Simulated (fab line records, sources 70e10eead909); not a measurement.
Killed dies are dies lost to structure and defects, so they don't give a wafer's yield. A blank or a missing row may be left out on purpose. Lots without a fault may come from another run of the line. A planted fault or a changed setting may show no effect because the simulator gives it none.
fab line records | flow nand_harc | part 1 of 2: steps 1 to 4 of 6
record lots=24 wafers=72 last_day=25
route steps=1159 shown A_CHANNEL_FILL_D1@495 A_STAIRCASE@531
lots that met no fault: from a run of the same line without faults
start_h: hours from the record's first day to the start of the lot's first wafer shown | wait_h: hours since the lot's step before | " the same as in the row above | L1.1+2: a row that stands for several wafers | - no value, or no start given | * or withheld: withheld | < > ~ a bound
route shown NAME@n: a module of which the file shows steps, and the number in the route of the first | usual: mean/standard deviation of fault-free wafers | same: alike in all rows | chamber/n: place in a boat | sites: the reading at each site | _std_site: their standard deviation | _edge_site: outer sites' mean less inner sites' | radius_mm: how far each site lies from the wafer's centre | mask NAME#n: copy n | behind: the tool/chamber that last shaped the wafer | hold: why the lot was held/for how many hours/how that ended | device: the transistor (n, p or np) that didn't switch | end of line: the same wafers' tests at the end of the route | a step without rows: its recipe alone | killed: dies lost to structure and defects at the first sort, not the wafer's yield | map: a wafer's dies, x killed, . not, _ none there
set.NAME: the setting as run; set.NAME@STEP: as run at that earlier step | model.NAME: the simulator's own value behind a step, which no gauge read
steps of the route over a sample of lots; a table a step, a row a wafer
services: from which hour (start_h, from the record's first day; less than 0 if before it) a tool's chamber was out of use, for how many hours, and why
## steps
# step NHARC_A_CHANNEL_FILL_D1_ALD_15
# recipe target_thk_a=20 pulse_time_s=60 ald_cycles=19 temp_c=630 pressure_torr=2 material=SiNx
# usual chamber_pressure_Torr=1.999/0.0045 precursor_pulse_height_rel=1.000/0.017
# columns lot.wafer tool chamber start_h wait_h chamber_pressure_Torr precursor_pulse_height_rel
L074.1 ald_sin_batch-01 0 - - 1.995 1.007
L074.2 " 0 " " 1.995 1.021
L074.6 " 0 " " 1.998 0.971
L075.2 ald_sin_batch-02 0 - - 2.000 1.023
L075.4 " 0 " " 1.995 1.025
L075.5 " 0 " " 2.005 1.007
L076.1 ald_sin_batch-02 0 - - 1.992 1.010
L076.3 " 0 " " 1.996 1.014
L076.6 " 0 " " 2.002 1.020
L077.2 ald_sin_batch-02 0 - - 2.004 0.999
L077.4 " 0 " " 1.992 1.002
L077.6 " 0 " " 1.996 0.995
L078.1 ald_sin_batch-02 0 - - 2.000 1.009
L078.2 " 0 " " 2.000 1.002
L078.4 " 0 " " 2.004 0.985
L079.1 ald_sin_batch-01 0 - - 1.998 1.001
L079.3 " 0 " " 2.001 1.001
L079.6 " 0 " " 2.000 1.009
L081.2 ald_sin_batch-03 0 - - 1.995 0.998
L081.4 " 0 " " 1.997 0.996
L081.5 " 0 " " 1.999 0.997
L080.1 ald_sin_batch-01 0 - - 1.990 0.997
L080.5 " 0 " " 1.997 0.989
L080.6 " 0 " " 1.997 1.021
L082.1 ald_sin_batch-01 0 - - 1.998 0.985
L082.3 " 0 " " 2.000 1.017
L082.4 " 0 " " 1.998 1.024
L084.1 ald_sin_batch-01 0 - - 2.000 1.023
L084.2 " 0 " " 1.995 1.043
L084.6 " 0 " " 2.000 1.006
L083.2 ald_sin_batch-03 0 - - 2.006 0.983
L083.3 " 0 " " 2.003 1.024
L083.4 " 0 " " 1.998 1.004
L085.1 ald_sin_batch-01 0 - - 1.991 1.013
L085.5 " 0 " " 2.001 0.998
L085.6 " 0 " " 1.999 0.988
L086.1 ald_sin_batch-02 0 - - 1.993 0.976
L086.2 " 0 " " 2.003 0.973
L086.4 " 0 " " 1.998 0.979
L087.2 ald_sin_batch-02 0 - - 2.003 0.964
L087.3 " 0 " " 2.001 0.982
L087.4 " 0 " " 1.997 0.995
L088.1 ald_sin_batch-01 0 - - 2.002 0.989
L088.3 " 0 " " 2.002 0.982
L088.4 " 0 " " 2.001 1.008
L089.2 ald_sin_batch-01 0 - - 1.995 1.003
L089.4 " 0 " " 1.997 1.017
L089.6 " 0 " " 1.992 1.013
L090.1 ald_sin_batch-02 0 - - 2.004 0.997
L090.2 " 0 " " 1.997 0.998
L090.4 " 0 " " 2.006 1.011
L091.1 ald_sin_batch-02 0 - - 2.000 0.991
L091.3 " 0 " " 1.994 0.978
L091.5 " 0 " " 1.997 1.014
L092.2 ald_sin_batch-03 0 - - 2.009 1.040
L092.4 " 0 " " 2.006 0.982
L092.5 " 0 " " 2.004 1.015
L093.2 ald_sin_batch-01 0 - - 1.997 0.984
L093.3 " 0 " " 1.997 0.999
L093.5 " 0 " " 1.992 1.019
L094.1 ald_sin_batch-01 0 - - 1.997 0.989
L094.3 " 0 " " 2.003 0.977
L094.5 " 0 " " 1.999 1.018
L095.1 ald_sin_batch-02 0 - - 1.997 0.964
L095.4 " 0 " " 2.001 1.017
L095.6 " 0 " " 1.995 1.003
L096.1 ald_sin_batch-02 0 - - 2.003 0.979
L096.5 " 0 " " 1.998 1.003
L096.6 " 0 " " 2.006 1.011
L097.2 ald_sin_batch-02 0 - - 1.997 0.983
L097.4 " 0 " " 2.002 0.969
L097.5 " 0 " " 1.998 0.981
# step NHARC_A_CHANNEL_FILL_D1_ETCHBACK_08
# recipe target_depth_a=2200 time_s=110 c4f8_flow_sccm=20 ar_flow_sccm=withheld rf_w=600 bias_w=300 chemistry=C4F8
# usual oes_product_au=0.96/0.038 rf_vpp_V=440.3/3
# same time_s=110
# columns lot.wafer tool chamber start_h wait_h oes_product_au rf_hours_counter_h rf_vpp_V
L074.1 rie_diel-08 2 - - 0.94 2 436.7
L074.2 " 1 " " 0.92 2 439.6
L074.6 " 3 " " 0.94 - 440.6
L075.4 rie_diel-05 3 - - 1.03 3 444.7
L075.2 " 1 " " 1.01 3 441.8
L075.5 " 3 " " 1.02 - 443.9
L076.3 rie_diel-08 1 - - 0.90 3 439.3
L076.1 " 3 " " 0.94 3 440.8
L076.6 " 1 " " 0.90 - 440.3
L077.4 rie_diel-06 1 - - 0.94 32 441.4
L077.2 " 2 " " 0.91 31 444.7
L077.6 " 0 " " 0.92 - 437.1
L078.4 rie_diel-08 1 - - 0.91 3 439.8
L078.2 " 2 " " 0.95 3 437.4
L078.1 " 0 " " 0.91 3 444.9
L079.3 rie_diel-08 1 - - 0.90 3 439.2
L079.1 " 3 " " 0.93 3 441.8
L079.6 " 1 " " 0.91 - 440.6
L081.2 rie_diel-08 1 - - 0.91 3 438.8
L081.4 " 3 " " 0.92 3 442.6
L081.5 " 1 " " 0.91 - 439.6
L080.1 rie_diel-05 0 - - 0.92 4 435.5
L080.5 " 1 " " 0.94 - 440.6
L080.6 " 2 " " 0.95 - 436.8
L084.1 rie_diel-05 2 - - 0.94 4 436.9
L084.2 " 3 " " 0.94 4 444.3
L084.6 " 1 " " 0.92 - 442.2
L082.4 rie_diel-08 1 - - 0.92 3 440.8
L082.3 " 2 " " 0.94 3 438.6
L082.1 " 3 " " 0.93 4 439.7
L083.4 rie_diel-08 1 - - 0.91 4 439.0
L083.2 " 2 " " 0.93 3 436.2
L083.3 " 0 " " 0.91 4 444.2
L085.1 rie_diel-05 0 - - 0.92 5 437.3
L085.5 " 0 " " 0.92 - 436.5
L085.6 " 1 " " 0.94 - 442.2
L086.1 rie_diel-05 1 - - 0.93 5 441.7
L086.4 " 3 " " 0.95 6 443.6
L086.2 " 0 " " 0.92 6 436.4
L087.4 rie_diel-08 0 - - 1.00 0 445.2
L087.3 " 1 " " 1.01 0 440.1
L087.2 " 3 " " 1.00 0 440.2
L088.1 rie_diel-05 1 - - 0.94 6 441.0
L088.4 " 3 " " 0.95 6 443.6
L088.3 " 0 " " 0.93 6 437.1
L089.2 rie_diel-08 2 - - 0.98 0 438.1
L089.4 " 0 " " 0.99 0 445.0
L089.6 " 1 " " 1.01 - 440.3
L091.1 rie_diel-05 3 - - 0.95 6 443.7
L091.3 " 0 " " 0.93 6 436.4
L091.5 " 0 " " 0.92 - 436.9
L090.1 rie_diel-05 3 - - 0.94 6 444.1
L090.4 " 0 " " 0.92 6 436.8
L090.2 " 1 " " 0.94 6 440.6
L092.2 rie_diel-08 2 - - 1.00 0 437.1
L092.4 " 3 " " 0.99 0 442.1
L092.5 " 0 " " 0.99 - 444.7
L093.2 rie_diel-05 1 - - 1.00 0 443.1
L093.3 " 2 " " 1.01 0 437.0
L093.5 " 0 " " 0.99 - 436.7
L094.3 rie_diel-08 0 - - 1.00 1 445.0
L094.1 " 1 " " 1.00 1 440.5
L094.5 " 3 " " 1.00 - 441.7
L096.1 rie_diel-05 1 - - 1.00 0 441.9
L096.6 " 1 " " 1.00 - 443.0
L096.5 " 2 " " 1.02 - 435.9
L095.1 rie_diel-08 2 - - 1.01 1 438.3
L095.4 " 3 " " 1.01 1 439.9
L095.6 " 1 " " 1.01 - 441.7
L097.4 rie_diel-08 1 - - 1.01 1 440.8
L097.2 " 2 " " 1.00 1 436.1
L097.5 " 3 " " 1.00 - 441.6
# step NHARC_A_STAIRCASE_ETCH_169
# recipe target_depth_a=500 time_s=107.1 ion_energy_ev=120 ch3f_flow_sccm=50 o2_flow_sccm=30 ar_flow_sccm=200 rf_w=500 bias_w=100 chemistry=CH3F/O2
# usual drypump_motor_current_A=5.7/0.59 oes_product_au=0.953/0.022 rf_vpp_V=244.1/1.5 showerhead_plenum_p_Torr=2.43/0.099 throttle_valve_pct=20.664/0.0098
# same time_s=107.1
# columns lot.wafer tool chamber start_h wait_h drypump_motor_current_A oes_product_au rf_hours_counter_h rf_vpp_V showerhead_plenum_p_Torr throttle_valve_pct
L074.2 rie_diel-04 3 230.01 0.1 5.6 0.947 39 242.6 2.32 20.661
L074.1 " 0 " " 6.7 0.927 41 244.5 2.51 20.666
L074.6 " 2 " " 5.6 0.930 - 245.4 2.51 20.645
L075.2 rie_diel-04 0 242.52 0.1 6.7 0.981 44 245.7 2.51 20.662
L075.4 " 2 " " 5.6 0.975 45 244.9 2.50 20.667
L075.5 " 0 " " 6.7 0.976 - 245.3 2.51 20.654
L077.4 rie_diel-04 1 246.47 0.1 4.7 0.937 47 244.6 2.46 20.651
L077.2 " 2 " " 5.6 0.938 46 244.2 2.50 20.660
L077.6 " 1 " " 4.7 0.942 - 244.7 2.46 20.681
L076.1 rie_diel-03 1 246.78 0.2 6.4 0.943 8 242.5 2.39 20.673
L076.3 " 2 " " 5.9 0.946 8 241.5 2.30 20.654
L076.6 " 0 " " 6.1 0.962 - 244.3 2.38 20.665
L078.4 rie_diel-13 1 253.80 0.1 5.8 0.925 55 241.8 2.35 20.662
L078.2 " 2 " " 5.2 0.934 50 246.2 2.64 20.672
L078.1 " 3 " " 6.0 0.920 45 242.8 2.29 20.669
L079.3 rie_diel-04 3 261.95 0.1 5.6 0.986 50 243.2 2.32 20.652
L079.1 " 2 " " 5.6 0.984 51 245.4 2.50 20.680
L079.6 " 3 " " 5.6 0.984 - 242.9 2.32 20.650
L081.4 rie_diel-13 0 269.23 0.1 5.9 0.907 56 245.8 2.45 20.660
L081.2 " 1 " " 5.8 0.928 60 242.9 2.35 20.673
L081.5 " 3 " " 6.1 0.925 - 244.4 2.29 20.652
L080.1 rie_diel-03 1 280.79 0.1 6.4 0.949 19 243.1 2.39 20.665
L080.6 " 2 " " 5.9 0.973 - 240.2 2.29 20.663
L080.5 " 3 " " 6.2 0.978 - 246.0 2.55 20.651
L084.1 rie_diel-04 3 286.63 0.1 5.6 0.929 61 243.1 2.32 20.662
L084.2 " 1 " " 4.7 0.925 61 243.7 2.46 20.637
L084.6 " 1 " " 4.6 0.913 - 244.3 2.46 20.672
L082.1 rie_diel-03 3 286.91 0.1 6.2 0.969 20 246.3 2.55 20.673
L082.4 " 0 " " 6.1 0.990 21 243.0 2.38 20.664
L082.3 " 1 " " 6.4 0.970 21 244.1 2.38 20.669
L083.4 rie_diel-13 2 290.65 0.1 5.2 0.958 3 246.0 2.64 20.652
L083.3 " 3 " " 6.1 0.974 3 243.5 2.29 20.665
L083.2 " 0 " " 5.9 0.938 2 242.9 2.45 20.653
L085.1 rie_diel-04 2 300.32 0.1 5.6 0.934 0 244.8 2.50 20.679
L085.5 " 2 " " 5.6 0.949 - 244.2 2.50 20.668
L085.6 " 1 " " 4.7 0.947 - 245.8 2.46 20.672
L086.2 rie_diel-13 1 329.16 0.1 5.8 0.946 15 242.7 2.34 20.673
L086.1 " 2 " " 5.2 0.950 15 246.5 2.63 20.664
L086.4 " 0 " " 5.9 0.961 16 244.3 2.44 20.658
L087.3 rie_diel-04 3 329.33 0.1 5.6 0.968 8 243.2 2.31 20.664
L087.4 " 0 " " 6.7 0.962 7 245.6 2.50 20.659
L087.2 " 1 " " 4.6 0.981 10 242.9 2.45 20.673
L088.4 rie_diel-03 2 329.51 0.1 5.9 0.975 32 241.6 2.29 20.658
L088.1 " 3 " " 6.2 0.977 34 245.3 2.55 20.678
L088.3 " 0 " " 6.1 0.966 37 242.4 2.37 20.655
L089.2 rie_diel-04 0 333.16 0.1 6.7 0.961 8 244.5 2.50 20.663
L089.4 " 1 " " 4.7 0.988 11 243.0 2.45 20.647
L089.6 " 2 " " 5.6 0.972 - 245.0 2.49 20.666
L091.1 rie_diel-04 0 333.44 0.1 6.7 0.974 8 245.3 2.50 20.675
L091.3 " 1 " " 4.7 0.987 11 243.1 2.45 20.660
L091.5 " 1 " " 4.7 0.980 - 243.3 2.45 20.661
L090.1 rie_diel-03 0 333.48 0.1 6.1 0.959 38 243.9 2.37 20.663
L090.4 " 1 " " 6.3 0.943 37 241.4 2.38 20.681
L090.2 " 2 " " 5.9 0.933 33 243.4 2.29 20.670
L092.2 rie_diel-04 1 336.78 0.1 4.7 0.947 14 245.2 2.45 20.666
L092.4 " 2 " " 5.6 0.933 13 246.2 2.49 20.670
L092.5 " 1 " " 4.6 0.947 - 243.3 2.45 20.682
L094.3 rie_diel-04 2 359.94 0.1 5.6 0.955 20 245.7 2.49 20.658
L094.1 " 3 " " 5.6 0.959 20 244.3 2.31 20.661
L094.5 " 3 " " 5.6 0.976 - 241.7 2.31 20.660
L093.2 rie_diel-03 1 359.96 0.3 6.3 0.917 46 244.6 2.37 20.667
L093.3 " 2 " " 5.9 0.916 42 241.5 2.29 20.653
L093.5 " 2 " " 5.9 0.924 - 242.6 2.29 20.661
L095.1 rie_diel-04 0 366.07 0.1 6.7 0.955 23 244.9 2.49 20.666
L095.4 " 2 " " 5.6 0.985 25 243.8 2.49 20.640
L095.6 " 0 " " 6.7 0.957 - 245.7 2.49 20.664
L096.1 rie_diel-04 3 366.38 0.2 5.6 0.934 23 244.4 2.31 20.683
L096.5 " 1 " " 4.7 0.934 - 244.3 2.45 20.682
L096.6 " 2 " " 5.6 0.940 - 244.5 2.49 20.653
L097.4 rie_diel-13 0 380.11 0.1 5.9 0.958 33 246.1 2.44 20.667
L097.2 " 1 " " 5.8 0.958 29 243.6 2.34 20.682
L097.5 " 2 " " 5.2 0.936 - 246.7 2.62 20.670
# step NHARC_A_STAIRCASE_STRIP_171
# recipe power_w=1500 temp_c=250 chemistry=O2
# usual drypump_motor_current_A=5.7/0.39 heater_power_w=338/32
# columns lot.wafer tool chamber start_h wait_h drypump_motor_current_A heater_power_w rf_hours_counter_h
L074.1 plasma_asher-01 0 230.23 - 5.5 316 39
L074.2 " 1 " " 6.2 343 39
L074.6 " 0 " " 5.6 315 -
L075.2 plasma_asher-02 0 242.75 - 5.7 392 16
L075.4 " 1 " " 5.1 280 -
L075.5 " 0 " " 5.7 388 -
L077.2 plasma_asher-01 0 246.70 - 5.6 323 45
L077.4 " 0 " " 5.6 320 -
L077.6 " 1 " " 6.2 337 -
L076.1 plasma_asher-02 0 247.09 - 5.7 392 18
L076.3 " 1 " " 5.1 283 -
L076.6 " 0 " " 5.8 384 -
L078.2 plasma_asher-02 1 254.16 - 5.0 281 20
L078.1 " 0 " " 5.8 381 20
L078.4 " 0 " " 5.8 392 -
L079.1 plasma_asher-02 1 262.18 - 5.1 286 23
L079.3 " 1 " " 5.0 277 -
L079.6 " 0 " " 5.7 386 -
L081.2 plasma_asher-01 1 269.45 - 6.2 337 52
L081.4 " 1 " " 6.2 351 -
L081.5 " 1 " " 6.2 338 -
L080.1 plasma_asher-02 0 281.36 - 5.7 388 29
L080.5 " 1 " " 5.1 280 -
L080.6 " 0 " " 5.7 390 -
L084.1 plasma_asher-01 1 286.90 - 6.2 357 0
L084.2 " 0 " " 5.5 339 0
L084.6 " 0 " " 5.6 320 -
L082.1 plasma_asher-01 0 287.18 - 5.6 335 1
L082.4 " 0 " " 5.6 334 -
L082.3 " 1 " " 6.2 346 -
L083.2 plasma_asher-01 0 290.91 - 5.6 330 1
L083.3 " 1 " " 6.2 356 -
L083.4 " 0 " " 5.6 335 -
L085.1 plasma_asher-01 1 300.69 0.2 6.2 340 5
L085.6 " 0 " " 5.5 331 -
L085.5 " 1 " " 6.2 350 -
L086.2 plasma_asher-02 0 329.39 - 5.7 383 45
L086.1 " 1 " " 5.1 287 45
L086.4 " 0 " " 5.7 383 -
L087.2 plasma_asher-01 0 329.61 - 5.6 324 12
L087.4 " 1 " " 6.2 360 -
L087.3 " 0 " " 5.6 321 -
L088.1 plasma_asher-02 0 329.74 - 5.7 397 45
L088.4 " 0 " " 5.8 384 -
L088.3 " 1 " " 5.1 289 -
L089.2 plasma_asher-01 1 333.38 - 6.2 349 13
L089.4 " 1 " " 6.2 348 -
L089.6 " 0 " " 5.6 325 -
L091.1 plasma_asher-02 1 333.89 - 5.0 286 47
L091.3 " 0 " " 5.7 392 -
L091.5 " 1 " " 5.1 279 -
L090.1 plasma_asher-01 0 333.94 - 5.6 326 14
L090.2 " 1 " " 6.2 360 14
L090.4 " 1 " " 6.2 348 -
L092.2 plasma_asher-01 0 337.16 - 5.5 331 15
L092.4 " 0 " " 5.5 331 -
L092.5 " 1 " " 6.2 354 -
L093.2 plasma_asher-01 0 360.24 - 5.5 328 23
L093.3 " 0 " " 5.6 330 -
L093.5 " 1 " " 6.2 352 -
L094.1 plasma_asher-01 1 360.47 - 6.2 358 23
L094.3 " 0 " " 5.6 329 -
L094.5 " 0 " " 5.6 336 -
L095.1 plasma_asher-01 0 367.93 - 5.6 338 30
L095.4 " 0 " " 5.5 332 -
L095.6 " 1 " " 6.2 362 -
L096.1 plasma_asher-01 0 368.21 - 5.6 335 30
L096.6 " 0 " " 5.6 321 -
L096.5 " 1 " " 6.2 355 -
L097.2 plasma_asher-01 1 380.32 - 6.2 352 34
L097.4 " 1 " " 6.2 342 -
L097.5 " 1 " " 6.2 357 -
